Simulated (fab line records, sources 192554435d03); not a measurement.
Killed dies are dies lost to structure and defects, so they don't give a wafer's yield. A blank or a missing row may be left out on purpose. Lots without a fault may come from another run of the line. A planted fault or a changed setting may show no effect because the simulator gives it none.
fab line records | flow n5_finfet
record lots=4 wafers=12 last_day=16
route steps=1938 shown FIN_SAQP@132 FIN_CUT@154 BEOL_M4@1111 PASSIVATION@1936
lots that met no fault: from a run of the same line without faults
start_h: hours from the record's first day to the start of the lot's first wafer shown | wait_h: hours since the lot's step before | " the same as in the row above | L1.1+2: a row that stands for several wafers | - no value, or no start given | * or withheld: withheld | < > ~ a bound
route shown NAME@n: a module of which the file shows steps, and the number in the route of the first | usual: mean/standard deviation of fault-free wafers | same: alike in all rows | chamber/n: place in a boat | sites: the reading at each site | _std_site: their standard deviation | _edge_site: outer sites' mean less inner sites' | radius_mm: how far each site lies from the wafer's centre | mask NAME#n: copy n | behind: the tool/chamber that last shaped the wafer | hold: why the lot was held/for how many hours/how that ended | device: the transistor (n, p or np) that didn't switch | end of line: the same wafers' tests at the end of the route | a step without rows: its recipe alone | killed: dies lost to structure and defects at the first sort, not the wafer's yield | map: a wafer's dies, x killed, . not, _ none there
set.NAME: the setting as run; set.NAME@STEP: as run at that earlier step | model.NAME: the simulator's own value behind a step, which no gauge read
lots at some steps of the route; a table a step, a row a wafer
services: from which hour (start_h, from the record's first day; less than 0 if before it) a tool's chamber was out of use, for how many hours, and why
## steps
# step N5_FIN_SAQP_RECESS_63
# recipe chemistry=HF/NH3 target=SiO2 target_depth_a=180 afs_cycles=3 temp_c=30 sublimation_temp_c=180 sublimation_time_s=60
# step N5_FIN_SAQP_COAT_68
# recipe resist=SOC temp_c=250 time_s=60 spin_rpm=1500 resist_thk_nm=100
# step N5_FIN_SAQP_ETCH_69
# recipe chemistry=N2/H2 target=SOC target_depth_a=1500 stop_on=SiNx ion_energy_ev=100 bias_w=61 pressure_mtorr=30 source_w=850 n2_flow_sccm=200 h2_flow_sccm=200
# step N5_FIN_SAQP_ETCH_67
# recipe chemistry=CH3F/O2 target=SiNx target_depth_a=300 mask_material=SOC pressure_mtorr=30 source_w=395 bias_w=73 Ar_flow_sccm=150 CH3F_flow_sccm=30 O2_flow_sccm=20 ion_energy_ev=120
# step N5_FIN_SAQP_STRIP_70
# recipe chemistry=N2/H2 power_w=500 temp_c=40 pressure_mtorr=50 rf_frequency_hz=6e+07 overash_fraction=0.3 bias_power_w=28 h2_frac=0.5 n2_flow_sccm=300 h2_flow_sccm=300
# step N5_FIN_SAQP_RECESS_71
# recipe chemistry=HF/NH3 target=SiO2 target_depth_a=30 afs_cycles=1 temp_c=30 sublimation_temp_c=180 sublimation_time_s=60
# step N5_FIN_SAQP_SPACER2_ALD_28
# recipe material=SiO2 target_thk_a=81 temp_c=300 ald_precursor_family=BDEAS ald_co_reactant=O2-plasma pulse_time_s=1 purge_time_s=2 co_reactant_purge_time_s=2 pressure_torr=2
# step N5_FIN_SAQP_SPACER2_ETCHBACK_29
# recipe chemistry=CHF3/O2 mode=anisotropic_etchback target=SiO2 target_depth_a=122 time_s=6.1 pressure_mtorr=30 source_w=650 bias_w=170 Ar_flow_sccm=200 CHF3_flow_sccm=50 O2_flow_sccm=5 ion_energy_ev=200
# step N5_FIN_SAQP_MANDREL2_REMOVE_60
# recipe chemistry=HBr/Cl2/O2 bt_time_s=10 target=a-Si stop_on=SiNx endpoint=OES-SiCl over_etch_frac=1 icp_w=600 bias_w=22 HBr_flow_sccm=150 Cl2_flow_sccm=80 O2_flow_sccm=5 pressure_mtorr=10
# step N5_FIN_SAQP_HM_OPEN_33
# recipe chemistry=CH3F/O2 target=SiNx mask_material=SiO2 target_depth_a=494 time_s=70.6 pressure_mtorr=30 source_w=395 bias_w=73 Ar_flow_sccm=150 CH3F_flow_sccm=30 O2_flow_sccm=20 ion_energy_ev=120 ends=cleared
# step N5_FIN_SAQP_ETCH_34
# recipe chemistry=C4F6/O2 target=SiO2 target_depth_a=450 time_s=15 ion_energy_ev=250 pressure_mtorr=30 source_w=345 bias_w=185 Ar_flow_sccm=300 C4F6_flow_sccm=10 O2_flow_sccm=10 ends=cleared
# step N5_FIN_SAQP_STRIP_77
# recipe chemistry=N2/H2 time_s=90 power_w=100 temp_c=40 pressure_mtorr=100 rf_frequency_hz=6e+07 bias_power_w=3 n2_flow_sccm=300 h2_flow_sccm=300
# usual bias_power_w=3.000/0.0083 chamber_pressure_mTorr=100.01/0.099 drypump_motor_current_A=5.5/0.38 oes_product_au=0.78/0.08 rf_vpp_V=45.2/0.83 showerhead_plenum_p_Torr=3.38/0.1 throttle_valve_pct=12.21/0.24
# columns lot.wafer tool chamber start_h wait_h bias_power_w chamber_pressure_mTorr drypump_motor_current_A oes_product_au rf_hours_counter_h rf_vpp_V showerhead_plenum_p_Torr throttle_valve_pct
L835.1 rie_diel-05 1 44.38 0.0 2.998 99.93 5.6 0.87 26 43.5 3.31 11.87
L835.5 " 0 " " 3.006 100.10 4.8 0.75 - 44.3 3.27 12.35
L835.6 " 3 " " 3.014 100.01 5.0 0.75 - 45.1 3.48 12.15
L846.1 rie_diel-05 2 109.88 0.0 - - - - - - - -
L846.3 " 1 " " - - - - - - - -
L846.4 " 3 " " - - - - - - - -
L847.2 rie_diel-01 0 115.63 0.0 - - - - - - - -
L847.3 " 3 " " - - - - - - - -
L847.5 " 1 " " - - - - - - - -
L848.2 rie_diel-01 0 122.49 0.0 3.011 99.97 6.0 0.97 16 45.4 3.29 11.81
L848.4 " 2 " " 2.994 99.94 5.4 0.86 49 46.4 3.41 11.83
L848.6 " 2 " " 3.011 99.98 5.4 0.87 - 46.2 3.41 11.84
# step N5_FIN_SAQP_ETCH_64
# recipe chemistry=CF4 target=SiO2 target_depth_a=15 ion_energy_ev=350 pressure_mtorr=10 icp_w=800 bias_w=400 cf4_flow_sccm=80
# step N5_FIN_SAQP_FIN_ETCH_36
# recipe chemistry=HBr/Cl2/O2 target_depth_a=1200 mask_material=SiNx time_s=50.4 bias_w=102 pressure_mtorr=10 icp_w=800 HBr_flow_sccm=150 Cl2_flow_sccm=80 O2_flow_sccm=12
# step N5_FIN_SAQP_PRECLEAN_38
# recipe chemistry=O3/DIW time_s=45 temp_c=22 o3_ppm=10
# step N5_FIN_SAQP_PRECLEAN_45
# recipe chemistry=dHF time_s=10 dilution=500:1 temp_c=25
# step N5_FIN_SAQP_SRD_39
# recipe dry=ipa_marangoni time_s=30 temp_c=23 rinse_liquid=diw
# step N5_FIN_SAQP_INSPECT_40
# recipe inspect_instrument=brightfield mode=aei
# usual raw_defect_count=224/63
# columns lot.wafer tool chamber start_h wait_h raw_defect_count
L835.1 defect_inspect-02 - 44.82 0.0 222
L835.5 " - " " 197
L835.6 " - " " 175
L846.1 defect_inspect-02 - 110.32 0.0 830
L846.3 " - " " 979
L846.4 " - " " 792
L847.2 defect_inspect-01 - 116.08 0.0 815
L847.3 " - " " 977
L847.5 " - " " 758
L848.2 defect_inspect-02 - 122.93 0.0 251
L848.4 " - " " 285
L848.6 " - " " 188
# step N5_FIN_CUT_COAT_18
# recipe resist=SOC temp_c=250 time_s=60 spin_rpm=1500 resist_thk_nm=230
# step N5_FIN_CUT_COAT_19
# recipe resist=SiARC temp_c=220 time_s=60 spin_rpm=1500 resist_thk_nm=20
# step N5_FIN_CUT_COAT_29
# recipe resist=underlayer temp_c=205 time_s=60 spin_rpm=1500 resist_thk_nm=10
# step N5_FIN_CUT_COAT_02
# recipe resist=CAR-EUV spin_rpm=1500 resist_thk_nm=30
# step N5_FIN_CUT_EBR_04
# recipe solvent=PGMEA ebr_width_mm=1.5
# step N5_FIN_CUT_SOFTBAKE_03
# recipe temp_c=110 time_s=60 resist=CAR-EUV
# step N5_FIN_CUT_EXPOSE_05
# recipe mask_id=FIN_CUT na=0.33 source_shape=annular sigma_inner=0.35 sigma_outer=0.8 polarization=unpolarized dose_mj=45.75
# step N5_FIN_CUT_PEB_06
# recipe peb_temp_c=100 peb_time_s=60 resist=CAR-EUV
# step N5_FIN_CUT_DEVELOP_07
# recipe develop_time_s=30 developer=TMAH resist=CAR-EUV rinse_liquid=surfactant_rinse dry=air_spin dev_temp_c=23
# step N5_FIN_CUT_INSPECT_10
# recipe mode=adi inspect_instrument=brightfield
# usual raw_defect_count=39/10
# columns lot.wafer tool chamber start_h wait_h raw_defect_count
L835.1 defect_inspect-02 - 45.34 0.1 36
L835.5 " - " " 25
L835.6 " - " " 33
L846.1 defect_inspect-01 - 110.84 0.1 244
L846.3 " - " " 288
L846.4 " - " " 261
L847.2 defect_inspect-01 - 116.48 0.0 208
L847.3 " - " " 263
L847.5 " - " " 223
L848.2 defect_inspect-01 - 123.49 0.0 50
L848.4 " - " " 42
L848.6 " - " " 38
# step N5_FIN_CUT_DESCUM_13
# recipe chemistry=O2 time_s=7 source_power_w=50 bias_power_w=20 pressure_mtorr=20 rf_frequency_hz=2.712e+07 temp_c=40 resist=CAR-EUV o2_flow_sccm=225
# step N5_FIN_CUT_ETCH_30
# recipe chemistry=N2/H2 target=underlayer target_depth_a=130 mask_material=CAR-EUV time_s=10.4 ion_energy_ev=200 pressure_mtorr=30 source_w=840 bias_w=150 n2_flow_sccm=200 h2_flow_sccm=200 ends=cleared
# step N5_FIN_CUT_ETCH_20
# recipe chemistry=CF4 target=SiARC target_depth_a=260 mask_material=CAR-EUV time_s=43.3 ion_energy_ev=80 pressure_mtorr=40 source_w=545 bias_w=36 Ar_flow_sccm=100 cf4_flow_sccm=100 ends=cleared
# step N5_FIN_CUT_ETCH_21
# recipe chemistry=N2/H2 target=SOC target_depth_a=2190 overetch_a=438 mask_material=SiARC temp_c=40 ion_energy_ev=100 bias_w=61 time_s=523.5 pressure_mtorr=30 source_w=850 n2_flow_sccm=200 h2_flow_sccm=200
# step N5_FIN_CUT_STRIP_23
# recipe chemistry=N2/H2 temp_c=40 n2_flow_sccm=200 h2_flow_sccm=200 rf_frequency_hz=6e+07
# step N5_FIN_CUT_STRIP_31
# recipe chemistry=N2/H2 temp_c=40 n2_flow_sccm=200 h2_flow_sccm=200 rf_frequency_hz=6e+07
# step N5_FIN_CUT_STRIP_24
# recipe chemistry=CF4 resist=SiARC power_w=300 bias_power_w=75 pressure_mtorr=50 cf4_flow_sccm=150 rf_frequency_hz=6e+07
# step N5_FIN_CUT_CUT_ETCH_26
# recipe chemistry=CH3F/O2 target=SiNx target_depth_a=390 mask_material=SOC time_s=55.7 pressure_mtorr=30 source_w=395 bias_w=73 Ar_flow_sccm=150 CH3F_flow_sccm=30 O2_flow_sccm=20 ion_energy_ev=120
# step N5_FIN_CUT_INSPECT_17
# recipe inspect_instrument=brightfield mode=aei
# usual raw_defect_count=226/62
# columns lot.wafer tool chamber start_h wait_h raw_defect_count
L835.1 defect_inspect-02 - 46.29 0.0 226
L835.5 " - " " 201
L835.6 " - " " 198
L846.1 defect_inspect-02 - 111.90 0.0 826
L846.3 " - " " 999
L846.4 " - " " 805
L847.2 defect_inspect-01 - 117.66 0.0 813
L847.3 " - " " 985
L847.5 " - " " 780
L848.2 defect_inspect-02 - 124.44 0.0 262
L848.4 " - " " 265
L848.6 " - " " 208
# step N5_BEOL_M4_RC_MEAS_101
# usual DIBL_N=36.1/2 DIBL_P=36.3/2.4 IOFF_N=0.15/0.035 IOFF_P=0.21/0.039 ION_N=672/15 ION_P=463/9.7 SS_N=71.5/0.7 SS_P=73.2/0.75 VT_N=251/3.6 VT_P=-250/3.8
# columns lot.wafer tool chamber start_h wait_h DIBL_N[mV/V] DIBL_P[mV/V] IOFF_N[nA/um] IOFF_P[nA/um] ION_N[uA/um] ION_P[uA/um] SS_N[mV/dec] SS_P[mV/dec] VT_N[mV] VT_P[mV]
L835.1 prober-02 0 191.87 0.0 35.9 38.5 0.14 0.18 668 455 71.6 73.0 250 -256
L835.5 " 0 " " 34.9 37.1 0.12 0.16 656 446 70.9 73.8 254 -259
L835.6 " 0 " " 34.2 35.8 0.11 0.14 664 453 71.4 73.5 254 -258
L846.1 prober-02 0 252.27 0.0 38.5 39.4 0.20 0.28 689 476 72.4 74.1 246 -246
L846.3 " 0 " " 35.3 34.9 0.14 0.20 674 461 70.5 72.4 250 -251
L846.4 " 0 " " 35.0 34.5 0.14 0.19 667 458 71.4 72.0 254 -251
L847.2 prober-01 0 264.07 0.2 37.5 37.4 0.18 0.27 688 476 72.2 73.8 248 -242
L847.3 " 0 " " 33.1 33.3 0.13 0.20 684 474 70.5 72.5 252 -247
L847.5 " 0 " " 34.8 34.1 0.14 0.22 680 476 72.0 72.7 251 -246
L848.2 prober-02 0 276.15 0.2 35.7 36.1 0.15 0.21 685 468 72.0 74.1 252 -251
L848.4 " 0 " " 33.8 32.8 0.12 0.18 659 456 71.5 72.4 252 -250
L848.6 " 0 " " 37.7 39.1 0.19 0.27 684 473 72.7 74.9 247 -248
# step N5_PASSIVATION_PROBE_49
# usual defect_limited_yield=91.1/1.6 killed_at_M0_to_M3=35/11 killed_at_M4_up=13/5.4 killed_at_contacts=13/6.5 killed_at_front_end=40/14 killed_at_other=4/3.1 killed_dies=105/18 killed_open=69/14 killed_short=34/7.3 sort_bin_5_function=5.2/0.96 sort_bin_6_memory=3.4/0.77 sort_n_pass=1075/19 sort_yield_pct=91.1/1.6
# same gross_dies=1180 killed_at_back_side=0 sort_bin_4_leakage[%]=0 sort_bin_8_speed[%]=0
# columns lot.wafer tool chamber start_h wait_h defect_limited_yield[%] killed_at_M0_to_M3 killed_at_M4_up killed_at_contacts killed_at_front_end killed_at_other killed_dies killed_open killed_short sort_bin_5_function[%] sort_bin_6_memory[%] sort_n_pass sort_yield_pct[%]
L846.1 prober-02 - 363.98 0.0 90.3 29 9 20 55 1 114 74 38 6.4 2.8 1066 90.3
L846.3 prober-02 - 364.08 0.1 88.9 27 14 18 72 0 131 89 42 5.8 4.7 1049 88.9
L846.4 prober-02 - 364.13 0.2 90.9 23 10 20 53 1 107 63 43 6.4 2.2 1073 90.9
L847.2 prober-01 - 370.03 0.1 90.9 33 13 31 25 5 107 63 44 5.6 3.1 1073 90.9
L847.3 prober-01 - 370.08 0.1 90.0 42 7 15 42 12 118 75 37 5.8 3.6 1062 90.0
L847.5 prober-01 - 370.18 0.2 90.7 23 18 24 40 5 110 69 37 6.2 2.8 1070 90.7
# killed by level:class
L846.1 MOL_CONTACT_COAG:geometric_particle:open=18 FIN_SAQP:geometric_particle:open=16 BEOL_M0_SAQP:geometric_particle:short=11 FIN_SAQP:geometric_particle:short=10 STI_FIN_REVEAL:geometric_particle:open=9 BEOL_M0_SAQP:geometric_particle:open=6 GATE_CUT:geometric_particle:short=5 BEOL_M3:geometric_particle:open=5
L846.3 FIN_SAQP:geometric_particle:open=23 FIN_SAQP:geometric_particle:short=18 MOL_CONTACT_COAG:geometric_particle:open=13 STI_FIN_REVEAL:geometric_particle:open=11 BEOL_M0_SAQP:geometric_particle:open=11 BEOL_M4:geometric_particle:open=10 GATE_CUT:geometric_particle:short=6 BEOL_M0_SAQP:geometric_particle:short=6
L846.4 MOL_CONTACT_COAG:geometric_particle:open=14 STI_FIN_REVEAL:geometric_particle:open=10 FIN_SAQP:geometric_particle:short=9 FIN_SAQP:geometric_particle:open=7 BEOL_M0_SAQP:geometric_particle:short=7 MOL_CONTACT_COAG:geometric_particle:short=6 DUMMY_GATE:geometric_particle:open=5 BEOL_M2:geometric_particle:open=5
L847.2 MOL_CONTACT_COAG:geometric_particle:short=16 MOL_CONTACT_COAG:geometric_particle:open=15 BEOL_M3:geometric_particle:open=12 FIN_SAQP:geometric_particle:short=9 BEOL_M0_SAQP:geometric_particle:short=7 BEOL_M5:geometric_particle:open=6 FIN_SAQP:geometric_particle:open=5 STI_FIN_REVEAL:geometric_particle:open=4
L847.3 MOL_CONTACT_COAG:geometric_particle:open=14 FIN_SAQP:geometric_particle:short=12 FIN_SAQP:geometric_particle:open=12 BEOL_M0_SAQP:geometric_particle:open=8 BEOL_M1:geometric_particle:open=8 BEOL_M2:geometric_particle:open=7 BEOL_M3:geometric_particle:open=6 MIM_TOP_ETCH:geometric_particle:open=6
L847.5 MOL_CONTACT_COAG:geometric_particle:open=22 FIN_SAQP:geometric_particle:short=17 FIN_SAQP:geometric_particle:open=7 BEOL_M4:geometric_particle:open=7 STI_FIN_REVEAL:geometric_particle:open=6 BEOL_M0_SAQP:geometric_particle:open=6 BEOL_M0_SAQP:geometric_particle:short=6 BEOL_M1:geometric_particle:open=5
## services
# columns tool chamber start_h hours kind
rie_diel-01 - 42.74 2.8 pm
rie_diel-01 0 53.24 - clean
rie_diel-01 0 53.24 - consumable_replace:focus_ring
rie_diel-01 0 53.24 17.3 scheduled_down
rie_diel-01 0 53.24 17.3 vent_cycle
rie_diel-01 1 81.27 3.3 repair
## key
first_sign step=N5_FIN_SAQP_STRIP_77 reading=tool_record direction=missing
effect step=N5_FIN_SAQP_INSPECT_40 reading=raw_defect_count direction=up sigmas=10 usual=224 struck=858
effect step=N5_FIN_CUT_INSPECT_10 reading=raw_defect_count direction=up sigmas=21 usual=39 struck=248
effect step=N5_FIN_CUT_INSPECT_17 reading=raw_defect_count direction=up sigmas=10 usual=226 struck=868
met_at N5_FIN_SAQP_STRIP_77
struck_wafers L846.1,L846.3,L846.4,L847.2,L847.3,L847.5
onset_between 44.38 109.88
fault kind=skipped_step_whole tool=rie_diel-01,rie_diel-05 chamber=- onset_h=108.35 steps=N5_FIN_SAQP_STRIP_77 scope=struck_lots_only
